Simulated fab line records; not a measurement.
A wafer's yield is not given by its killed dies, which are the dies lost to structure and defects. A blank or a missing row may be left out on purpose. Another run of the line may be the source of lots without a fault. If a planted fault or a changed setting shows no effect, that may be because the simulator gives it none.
Matching of chambers :: flow nand_harc :: NHARC_A_ZERO_WELL_DESCUM_12 on rie_diel-13 has 4 sister chambers
The step chemistry O2, time 3 s. 8 wafers are shown with their chamber, then 10 later ones without.

== WAFERS, EACH WITH ITS CHAMBER ==
wafer: L892.5
chamber: 3
drypump_motor_current_A (A): 6.0
oes_product_au (a.u.): 0.974

wafer: L894.5
chamber: 2
drypump_motor_current_A (A): 6.7
oes_product_au (a.u.): 1.017

wafer: L899.2
chamber: 3
drypump_motor_current_A (A): 6.1
oes_product_au (a.u.): 1.002

wafer: L901.2
chamber: 0
drypump_motor_current_A (A): 6.1
oes_product_au (a.u.): 0.983

wafer: L901.3
chamber: 2
drypump_motor_current_A (A): 6.7
oes_product_au (a.u.): 1.020

wafer: L901.6
chamber: 1
drypump_motor_current_A (A): 5.0
oes_product_au (a.u.): 1.003

wafer: L903.4
chamber: 1
drypump_motor_current_A (A): 5.0
oes_product_au (a.u.): 1.005

wafer: L903.5
chamber: 0
drypump_motor_current_A (A): 6.0
oes_product_au (a.u.): 0.978

== WAFERS WITHOUT THEIR CHAMBER ==
wafer: L903.6
drypump_motor_current_A (A): 6.0
oes_product_au (a.u.): 0.975

wafer: L904.2
drypump_motor_current_A (A): 6.0
oes_product_au (a.u.): 0.975

wafer: L904.3
drypump_motor_current_A (A): 6.7
oes_product_au (a.u.): 1.013

wafer: L904.6
drypump_motor_current_A (A): 5.0
oes_product_au (a.u.): 1.000

wafer: L906.3
drypump_motor_current_A (A): 5.0
oes_product_au (a.u.): 1.008

wafer: L906.5
drypump_motor_current_A (A): 5.0
oes_product_au (a.u.): 1.008

wafer: L906.6
drypump_motor_current_A (A): 6.1
oes_product_au (a.u.): 0.982

wafer: L905.1
drypump_motor_current_A (A): 6.0
oes_product_au (a.u.): 0.982

wafer: L905.3
drypump_motor_current_A (A): 6.1
oes_product_au (a.u.): 0.987

wafer: L905.4
drypump_motor_current_A (A): 5.0
oes_product_au (a.u.): 1.016

== EACH ONE'S CHAMBER ==
wafer: L903.6
from the rows above: can't be placed: 0 or 3
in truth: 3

wafer: L904.2
from the rows above: can't be placed: 0 or 3
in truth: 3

wafer: L904.3
from the rows above: 2
in truth: 2

wafer: L904.6
from the rows above: 1
in truth: 1

wafer: L906.3
from the rows above: 1
in truth: 1

wafer: L906.5
from the rows above: 1
in truth: 1

wafer: L906.6
from the rows above: can't be placed: 0 or 3
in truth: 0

wafer: L905.1
from the rows above: can't be placed: 0 or 3
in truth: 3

wafer: L905.3
from the rows above: can't be placed: 3 or 0
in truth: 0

wafer: L905.4
from the rows above: 1
in truth: 1
Correct placement for 5 of the 10. Not placeable from these rows: 5 (in 5, the candidates include the true chamber). Wrongly placed: 0.
How it was worked out, from the rows above alone: a wafer's distance from a chamber is the root of the sum, over the readings, of the square of ((its reading less the chamber's mean) divided by the reading's scatter). If the next closest chamber is less than 2 further off than the closest, the wafer can't be placed; otherwise it belongs to the closest. Each chamber's mean is taken over the wafers shown for it. The scatter: take each reading less its chamber's mean, square it, sum over the shown wafers, divide by the number of wafers less the number of chambers, and take the root.
